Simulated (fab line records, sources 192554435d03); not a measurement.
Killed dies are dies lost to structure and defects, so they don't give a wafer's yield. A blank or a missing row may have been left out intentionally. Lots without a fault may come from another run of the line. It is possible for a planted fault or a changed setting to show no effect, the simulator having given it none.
fab line records    flow n5-finfet
[record] lots = 9  wafers = 27  last-day = 20
route steps=1938 shown MOL_CONTACT_COAG@539 BEOL_M4@1111 PASSIVATION@1936
lots untouched by any fault: they come from a run of this same line in which no faults occurred
start-h: hours from the record's first day to the start of the lot's first wafer shown    wait-h: hours elapsed since this lot's preceding step    " unchanged from the row above    L1.1+2: a single row standing in for several wafers    - either no value or no given start    * or withheld: withheld    < > ~ a bound
route shown NAME@n: names a module that has steps shown in the file, with the first one's number in the route    usual: mean and standard deviation over wafers with no fault    same: alike in all rows    chamber/n: place in a boat    sites: per-site readings    _std_site: how widely they spread, as a standard deviation    _edge_site: mean of outer sites minus mean of inner sites    radius-mm: how far each site lies from the wafer's centre    mask NAME#n: copy n    behind: the last tool/chamber to shape the wafer    hold: reason for holding the lot/hours on hold/outcome of the hold    device: the transistor (n, p or np) that didn't switch    end of line: tests of these same wafers at the route's end    a step without rows: its recipe alone    killed: dies that structure and defects cost at the first sort, which is not the same as the wafer's yield    map: dies across one wafer; x = killed, . = not, _ = none there
set.NAME: the setting that was run; set.NAME@STEP: the one run at that earlier step    model.NAME: the simulator's own value behind a step, which no gauge read
steps of the route over a sample of lots; a table a step, a row a wafer
services: a tool's chamber out of use, with start hour (start-h, from the record's first day; less than 0 if before it), hours out, and reason
[[steps]]
[step N5_MOL_CONTACT_COAG_STRIP_98]
[recipe] chemistry = N2/H2  power-w = 500  temp-c = 40  pressure-mtorr = 50  rf-frequency-hz = 6e+07  overash-fraction = 0.3  bias-power-w = 8  h2-frac = 0.5  n2-flow-sccm = 300  h2-flow-sccm = 300
[usual] drypump-motor-current-A = 5.7/0.38  h2-flow-sccm = 300.0/0.92  oes-product-au = 0.80/0.097  rf-vpp-V = 54.3/1.6  showerhead-plenum-p-Torr = 3.42/0.1  throttle-valve-pct = 18.7/0.35
lot.wafer  tool         chamber  start-h  wait-h  drypump-motor-current-A  h2-flow-sccm  oes-product-au  rf-hours-counter-h  rf-vpp-V  showerhead-plenum-p-Torr  throttle-valve-pct
L518.2     rie-diel-01  3        94.52    0.0     5.2                      302.3         0.94            17                  51.0      3.42                      18.6
L518.4     "            1        "        "       5.3                      301.6         0.73            179                 53.4      3.46                      19.0
L518.5     "            2        "        "       5.9                      298.7         0.86            -                   54.6      3.57                      18.4
L524.2     rie-diel-06  3        132.19   0.0     4.9                      299.2         0.72            188                 54.0      3.20                      18.5
L524.3     "            2        "        "       5.6                      299.8         0.69            231                 55.8      3.46                      19.0
L524.4     "            3        "        "       5.0                      300.7         0.72            -                   55.1      3.20                      18.5
L525.3     rie-diel-04  1        139.26   0.0     6.2                      300.6         0.73            183                 52.9      3.48                      19.0
L525.5     "            1        "        "       6.2                      299.1         0.73            -                   53.6      3.48                      19.0
L525.6     "            2        "        "       6.0                      298.2         0.73            -                   53.0      3.32                      19.2
L528.3     rie-diel-01  0        158.83   0.0     5.9                      300.4         0.92            11                  54.8      3.57                      18.3
L528.4     "            2        "        "       6.0                      300.1         0.84            -                   51.8      3.55                      18.5
L528.6     "            1        "        "       5.3                      299.4         0.74            -                   54.7      3.45                      19.0
L529.2     rie-diel-01  2        164.86   0.0     5.9                      299.4         0.84            56                  52.4      3.55                      18.5
L529.3     "            0        "        "       5.9                      299.8         0.94            13                  54.0      3.56                      18.3
L529.5     "            1        "        "       5.3                      299.7         0.73            -                   51.4      3.45                      19.0
L536.1     rie-diel-04  2        206.59   0.0     5.9                      300.6         0.72            209                 54.1      3.31                      19.3
L536.2     "            1        "        "       6.2                      300.6         0.71            207                 54.5      3.46                      19.0
L536.6     "            3        "        "       5.5                      300.2         0.90            -                   52.5      3.41                      18.3
L538.2     rie-diel-06  1        215.10   0.0     5.6                      301.7         0.81            96                  53.5      3.38                      18.7
L538.3     "            0        "        "       5.2                      300.0         0.94            16                  51.9      3.40                      17.8
L538.6     "            0        "        "       5.2                      300.1         0.94            -                   52.2      3.40                      17.8
L539.1     rie-diel-04  0        220.71   0.0     6.1                      300.4         0.90            40                  55.1      3.42                      18.7
L539.2     "            3        "        "       5.5                      298.2         0.89            23                  52.5      3.40                      18.3
L539.4     "            2        "        "       6.0                      298.9         0.72            215                 54.1      3.31                      19.3
L540.1     rie-diel-06  2        232.62   0.0     5.6                      299.5         0.94            8                   57.1      3.44                      18.6
L540.2     "            0        "        "       5.2                      299.7         0.92            22                  52.7      3.40                      17.8
L540.4     "            0        "        "       5.2                      298.9         0.92            -                   52.8      3.40                      17.8
[step N5_MOL_CONTACT_COAG_CO_FILL_22]
[recipe] material = Co  target-thk-a = 200  temp-c = 200  precursor = CCTBA/H2  pressure-torr = 30
[usual] heater-power-w = 244/14
lot.wafer  tool       chamber  start-h  wait-h  heater-power-w
L518.2     cvd-co-01  0        99.07    0.1     254
L518.4     "          0        "        "       258
L518.5     "          2        "        "       249
L524.2     cvd-co-02  0        134.41   0.2     232
L524.3     "          2        "        "       256
L524.4     "          2        "        "       257
L525.3     cvd-co-02  2        142.24   0.1     258
L525.5     "          2        "        "       255
L525.6     "          0        "        "       237
L528.3     cvd-co-02  0        161.14   0.1     232
L528.4     "          2        "        "       244
L528.6     "          1        "        "       235
L529.2     cvd-co-01  0        167.26   0.1     256
L529.3     "          1        "        "       209
L529.5     "          2        "        "       261
L536.1     cvd-co-02  0        209.65   0.1     232
L536.2     "          1        "        "       241
L536.6     "          0        "        "       236
L538.2     cvd-co-01  1        216.66   0.1     215
L538.3     "          2        "        "       253
L538.6     "          0        "        "       256
L539.1     cvd-co-02  0        223.27   0.1     232
L539.2     "          1        "        "       242
L539.4     "          0        "        "       237
L540.1     cvd-co-02  2        234.66   0.1     253
L540.2     "          0        "        "       237
L540.4     "          0        "        "       237
[step N5_MOL_CONTACT_COAG_PRE_CLEAN_142]
[recipe] gas = H2/He  time-s = 60  temp-c = 300
[usual] heater-power-w = 472/44
lot.wafer  tool            chamber  start-h  wait-h  heater-power-w
L518.2     pvd-sputter-01  -        101.54   1.2     483
L518.4     "               -        "        "       402
L518.5     "               -        "        "       472
L524.2     pvd-sputter-03  -        136.46   1.1     425
L524.3     "               -        "        "       469
L524.4     "               -        "        "       572
L525.3     pvd-sputter-03  -        145.86   2.4     414
L525.5     "               -        "        "       448
L525.6     "               -        "        "       414
L528.3     pvd-sputter-02  -        163.96   1.8     504
L528.4     "               -        "        "       470
L528.6     "               -        "        "       549
L529.2     pvd-sputter-02  -        170.79   2.6     543
L529.3     "               -        "        "       455
L529.5     "               -        "        "       544
L536.1     pvd-sputter-03  -        211.20   0.8     417
L536.2     "               -        "        "       462
L536.6     "               -        "        "       418
L538.2     pvd-sputter-02  -        219.10   1.5     535
L538.3     "               -        "        "       445
L538.6     "               -        "        "       467
L539.1     pvd-sputter-02  -        225.39   1.4     448
L539.2     "               -        "        "       465
L539.4     "               -        "        "       503
L540.1     pvd-sputter-01  -        236.55   1.1     466
L540.2     "               -        "        "       402
L540.4     "               -        "        "       471
[step N5_MOL_CONTACT_COAG_PECVD_31]
[recipe] material = SiO2  target-thk-a = 460  temp-c = 400  precursor = TEOS/O2  pressure-torr = 6.5  rf-w = withheld  teos-flow-sccm = withheld  gas = O2  flow-sccm = 2650  time-s = 8.9
[usual] chamber-pressure-Torr = 6.501/0.014
lot.wafer  tool      chamber  start-h  wait-h  chamber-pressure-Torr  since-wet-clean-h
L518.2     pecvd-04  2        105.01   0.3     6.490                  2078
L518.4     "         0        "        "       6.481                  -
L518.5     "         0        "        "       6.493                  -
L524.2     pecvd-04  2        140.30   0.3     6.476                  2113
L524.3     "         0        "        "       6.496                  663
L524.4     "         1        "        "       6.516                  -
L525.3     pecvd-02  2        149.56   0.3     6.503                  462
L525.5     "         1        "        "       6.487                  -
L525.6     "         0        "        "       6.498                  -
L528.3     pecvd-02  0        167.44   0.3     -                      -
L528.4     "         1        "        "       -                      -
L528.6     "         0        "        "       -                      -
L529.2     pecvd-02  0        174.27   0.3     -                      -
L529.3     "         0        "        "       -                      -
L529.5     "         1        "        "       -                      -
L536.1     pecvd-01  0        214.66   0.3     6.514                  1100
L536.2     "         1        "        "       6.501                  1825
L536.6     "         2        "        "       6.517                  -
L538.2     pecvd-04  1        222.68   0.3     6.490                  1470
L538.3     "         0        "        "       6.502                  -
L538.6     "         0        "        "       6.488                  -
L539.1     pecvd-01  2        228.94   0.3     6.500                  360
L539.2     "         1        "        "       6.505                  1839
L539.4     "         1        "        "       6.507                  -
L540.1     pecvd-02  0        240.24   0.3     6.492                  1307
L540.2     "         1        "        "       6.514                  2032
L540.4     "         1        "        "       6.496                  -
[step N5_MOL_CONTACT_COAG_CD_MEAS_137]
[recipe] target-cd-nm = 16
[usual] cd-nm = 16.1/0.31
lot.wafer  tool       chamber  start-h  wait-h  cd-nm
L518.2     cd-sem-02  -        106.71   0.0     15.9
L518.4     "          -        "        "       16.1
L518.5     "          -        "        "       15.5
L524.2     cd-sem-01  -        141.58   0.0     16.2
L524.3     "          -        "        "       15.7
L524.4     "          -        "        "       15.8
L525.3     cd-sem-01  -        151.45   0.0     16.0
L525.5     "          -        "        "       16.4
L525.6     "          -        "        "       15.9
L528.3     cd-sem-01  -        169.01   0.0     -
L528.4     "          -        "        "       -
L528.6     "          -        "        "       -
L529.2     cd-sem-03  -        175.97   0.0     -
L529.3     "          -        "        "       -
L529.5     "          -        "        "       -
L536.1     cd-sem-02  -        215.97   0.0     15.9
L536.2     "          -        "        "       16.5
L536.6     "          -        "        "       16.0
L538.2     cd-sem-02  -        224.19   0.0     16.2
L538.3     "          -        "        "       16.0
L538.6     "          -        "        "       16.2
L539.1     cd-sem-03  -        230.66   0.0     15.9
L539.2     "          -        "        "       16.6
L539.4     "          -        "        "       15.7
L540.1     cd-sem-02  -        242.05   0.0     16.0
L540.2     "          -        "        "       16.4
L540.4     "          -        "        "       16.2
[step N5_MOL_CONTACT_COAG_INSPECT_42]
[recipe] mode = adi  inspect-instrument = brightfield
[usual] raw-defect-count = 212/52
lot.wafer  tool               chamber  start-h  wait-h  raw-defect-count
L518.2     defect-inspect-01  -        107.12   0.0     196
L518.4     "                  -        "        "       243
L518.5     "                  -        "        "       147
L524.2     defect-inspect-01  -        142.12   0.0     241
L524.3     "                  -        "        "       242
L524.4     "                  -        "        "       232
L525.3     defect-inspect-01  -        151.99   0.1     226
L525.5     "                  -        "        "       264
L525.6     "                  -        "        "       197
L528.3     defect-inspect-01  -        169.54   0.0     1920
L528.4     "                  -        "        "       1935
L528.6     "                  -        "        "       2034
L529.2     defect-inspect-02  -        176.38   0.0     2016
L529.3     "                  -        "        "       1893
L529.5     "                  -        "        "       1936
L536.1     defect-inspect-01  -        216.38   0.1     113
L536.2     "                  -        "        "       115
L536.6     "                  -        "        "       102
L538.2     defect-inspect-02  -        224.60   0.0     177
L538.3     "                  -        "        "       228
L538.6     "                  -        "        "       170
L539.1     defect-inspect-02  -        231.07   0.1     184
L539.2     "                  -        "        "       188
L539.4     "                  -        "        "       206
L540.1     defect-inspect-01  -        242.46   0.1     203
L540.2     "                  -        "        "       222
L540.4     "                  -        "        "       179
[step N5_BEOL_M4_RC_MEAS_101]
[usual] DIBL_N = 36.0/1.9  DIBL_P = 35.6/2.2  IOFF_N = 0.15/0.031  IOFF_P = 0.19/0.032  ION_N = 668/11  ION_P = 455/7.2  SS_N = 71.5/0.65  SS_P = 73.4/0.64  VT_N = 251/3.6  VT_P = -253/3.3
lot.wafer  tool       chamber  start-h  wait-h  DIBL_N[mV/V]  DIBL_P[mV/V]  IOFF_N[nA/um]  IOFF_P[nA/um]  ION_N[uA/um]  ION_P[uA/um]  SS_N[mV/dec]  SS_P[mV/dec]  VT_N[mV]  VT_P[mV]
L518.2     prober-02  0        193.89   0.2     35.0          34.2          0.11           0.14           661           445           72.1          72.7          258       -259
L518.4     "          0        "        "       35.1          34.4          0.12           0.14           658           444           71.0          72.9          254       -256
L518.5     "          0        "        "       36.2          36.1          0.13           0.16           669           453           71.8          73.5          252       -258
L524.2     prober-01  0        246.14   0.2     35.6          33.8          0.12           0.16           663           451           71.1          72.4          253       -256
L524.3     "          0        "        "       35.2          34.4          0.12           0.16           653           453           70.9          73.9          254       -254
L524.4     "          0        "        "       37.1          36.4          0.16           0.20           662           452           71.8          73.0          251       -253
L525.3     prober-02  0        248.01   0.3     34.0          33.2          0.12           0.19           650           452           71.2          72.7          255       -251
L525.5     "          0        "        "       34.2          32.6          0.12           0.17           660           453           71.1          72.7          257       -255
L525.6     "          0        "        "       32.9          32.8          0.11           0.17           665           458           71.4          72.7          254       -254
L538.2     prober-02  0        325.97   0.2     38.4          38.5          0.20           0.25           679           460           72.8          73.9          247       -249
L538.3     "          0        "        "       35.8          34.8          0.15           0.20           679           463           71.7          73.3          251       -251
L538.6     "          0        "        "       36.5          36.0          0.17           0.22           675           465           72.1          74.1          250       -252
L536.1     prober-01  0        331.90   0.0     37.3          36.5          0.17           0.20           679           457           71.4          73.6          247       -251
L536.2     "          0        "        "       36.7          35.3          0.15           0.18           665           451           72.2          72.7          250       -253
L536.6     "          0        "        "       38.7          39.4          0.21           0.25           686           462           72.4          73.9          243       -251
L539.1     prober-02  0        333.71   0.0     33.1          33.5          0.11           0.13           662           444           70.6          72.9          259       -262
L539.2     "          0        "        "       34.7          35.8          0.13           0.16           666           443           71.6          73.6          255       -262
L539.4     "          0        "        "       34.6          37.0          0.14           0.17           665           449           71.9          74.3          252       -259
L540.1     prober-01  0        361.52   0.0     34.9          33.6          0.13           0.17           671           460           71.2          73.1          250       -252
L540.2     "          0        "        "       34.3          33.6          0.12           0.18           653           451           70.9          73.2          254       -253
L540.4     "          0        "        "       37.0          36.7          0.16           0.24           684           469           71.4          74.6          248       -246
[step N5_PASSIVATION_PROBE_49]
[usual] defect-limited-yield = 91.3/1.4  killed_at_M0_to_M3 = 34/10  killed_at_M4_up = 14/5.5  killed-at-contacts = 12/6  killed-at-front-end = 40/10  killed-at-other = 3.0/2.4  killed-dies = 103/17  killed-on-rim = 13/4.3  killed-open = 68/13  killed-short = 34/7.8  sort_bin_5_function = 5.1/0.97  sort_bin_6_memory = 3.3/0.66  sort_bin_8_speed = 0.02/0.12  sort-n-pass = 1077/17  sort-yield-pct = 91.2/1.4
[same] gross-dies = 1180  killed-at-back-side = 0  sort_bin_4_leakage[%] = 0
lot.wafer  tool       chamber  start-h  wait-h  defect-limited-yield[%]  killed_at_M0_to_M3  killed_at_M4_up  killed-at-contacts  killed-at-front-end  killed-at-other  killed-dies  killed-on-rim  killed-open  killed-short  sort_bin_5_function[%]  sort_bin_6_memory[%]  sort_bin_8_speed[%]  sort-n-pass  sort-yield-pct[%]
L528.3     prober-01  -        399.67   0.1     0                        7                   5                1161                7                    0                1180         152            18           4             74.2                    2.2                   0                    0            0
L528.4     prober-01  -        399.72   0.2     0                        6                   0                1167                7                    0                1180         152            10           7             73.6                    1.8                   0                    0            0
L528.6     prober-01  -        399.82   0.3     0                        5                   2                1162                10                   1                1180         152            20           6             73.3                    2.4                   0                    0            0
L529.2     prober-02  -        404.46   0.1     0                        4                   1                1168                7                    0                1180         152            10           4             72.6                    3.6                   0                    0            0
L529.3     prober-02  -        404.51   0.1     0                        3                   0                1168                9                    0                1180         152            7            6             73.7                    3.4                   0                    0            0
L529.5     prober-02  -        404.61   0.2     0                        12                  7                1152                8                    1                1180         152            20           9             73.1                    3.3                   0                    0            0
// killed by level:class
L528.3 MOL_CONTACT_COAG:lost-pattern=1153 STI_FIN_REVEAL:geometric-particle:open=4 MOL_CONTACT_COAG:area-pecvd=4 MOL_CONTACT_COAG:geometric-particle:open=3 BEOL_M0_SAQP:geometric-particle:open=2 BEOL_M3:geometric-particle:open=2 BEOL_M10:geometric-particle:open=2 ILD0:geometric-particle:short=1
L528.4 MOL_CONTACT_COAG:lost-pattern=1160 MOL_CONTACT_COAG:geometric-particle:open=4 BEOL_M0_SAQP:geometric-particle:short=3 MOL_CONTACT_COAG:area-pecvd=3 FIN_SAQP:geometric-particle:open=2 STI_FIN_REVEAL:geometric-particle:short=2 STI_FIN_REVEAL:geometric-particle:open=1 DUMMY_GATE:geometric-particle:open=1
L528.6 MOL_CONTACT_COAG:lost-pattern=1147 MOL_CONTACT_COAG:area-pecvd=7 MOL_CONTACT_COAG:geometric-particle:open=6 DUMMY_GATE:geometric-particle:open=3 GATE_CUT:geometric-particle:short=2 MOL_CONTACT_COAG:geometric-particle:short=2 BEOL_M1:geometric-particle:open=2 FIN_SAQP:geometric-particle:open=1
L529.2 MOL_CONTACT_COAG:lost-pattern=1156 MOL_CONTACT_COAG:area-pecvd=10 STI_FIN_REVEAL:geometric-particle:open=3 MOL_CONTACT_COAG:geometric-particle:open=2 BEOL_M0_SAQP:geometric-particle:open=2 BEOL_M0_SAQP:geometric-particle:short=2 STARTING-WAFER:geometric-particle:open=2 FIN_SAQP:geometric-particle:short=1
L529.3 MOL_CONTACT_COAG:lost-pattern=1158 MOL_CONTACT_COAG:area-pecvd=9 FIN_SAQP:geometric-particle:open=3 BEOL_M0_SAQP:geometric-particle:short=3 GATE_CUT:geometric-particle:short=2 STI_FIN_REVEAL:geometric-particle:open=1 DUMMY_GATE:geometric-particle:open=1 GATE_CUT:geometric-particle:open=1
L529.5 MOL_CONTACT_COAG:lost-pattern=1147 BEOL_M4:geometric-particle:open=5 BEOL_M0_SAQP:geometric-particle:short=4 FIN_SAQP:geometric-particle:open=3 BEOL_M0_SAQP:geometric-particle:open=3 BEOL_M3:geometric-particle:open=3 MOL_CONTACT_COAG:area-pecvd=3 GATE_CUT:geometric-particle:short=2
[[services]]
tool            chamber  start-h  hours  kind
pecvd-02        1        80.99    5.5    scheduled-down
pecvd-04        1        81.71    5.5    scheduled-down
pvd-sputter-02  -        83.27    13.7   repair
rie-diel-01     1        88.33    1.7    repair
pvd-sputter-03  -        93.21    4.6    repair
rie-diel-04     0        98.61    -      clean
cvd-co-02       0        106.94   2.7    repair
rie-diel-01     1        111.49   9.7    repair
pecvd-02        1        127.44   2.1    scheduled-down
rie-diel-06     0        130.10   4.0    repair
pvd-sputter-01  -        133.60   1.9    repair
pvd-sputter-01  -        143.27   4.6    repair
cvd-co-01       -        152.87   1.3    repair
rie-diel-01     3        156.77   43.4   repair
pecvd-01        -        160.83   0.8    repair
pecvd-02        2        163.09   76.1   repair
rie-diel-04     1        171.89   1.4    repair
rie-diel-06     3        181.80   17.0   repair
cvd-co-01       -        185.44   6.9    pm
cvd-co-01       1        196.74   8.7    repair
rie-diel-01     -        202.64   0.5    repair
pecvd-01        -        203.81   0.8    pm
pecvd-01        -        218.69   0.9    repair
pecvd-02        0        234.70   5.0    scheduled-down
[[key]]
[first-sign] step = N5_MOL_CONTACT_COAG_PECVD_31  reading = tool-record  direction = missing
[effect] step = N5_MOL_CONTACT_COAG_CD_MEAS_137  reading = cd-nm  direction = missing
[effect] step = N5_MOL_CONTACT_COAG_INSPECT_42  reading = raw-defect-count  direction = up  sigmas = 33  usual = 212  struck = 1956
[effect] step = N5_PASSIVATION_PROBE_49  reading = killed-at-contacts  direction = up  sigmas = 99+  usual = 12  struck = 1163
met-at N5_MOL_CONTACT_COAG_PECVD_31
struck-lots L528,L529
later-rows-left-out L528.3,L528.4,L528.6,L529.2,L529.3,L529.5
not-acting-at N5_MOL_CONTACT_COAG_STRIP_98,N5_MOL_CONTACT_COAG_CO_FILL_22,N5_MOL_CONTACT_COAG_PRE_CLEAN_142
onset-between 149.56 167.44
[fault] kind = skipped-step-whole  tool = pecvd-02  chamber = -  onset-h = 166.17  steps = N5_MOL_CONTACT_COAG_PECVD_31  scope = struck-lots-only
// later-rows-left-out: the simulator's readings of these wafers behind a module that went badly wrong aren't trusted and aren't shown, but for the sort
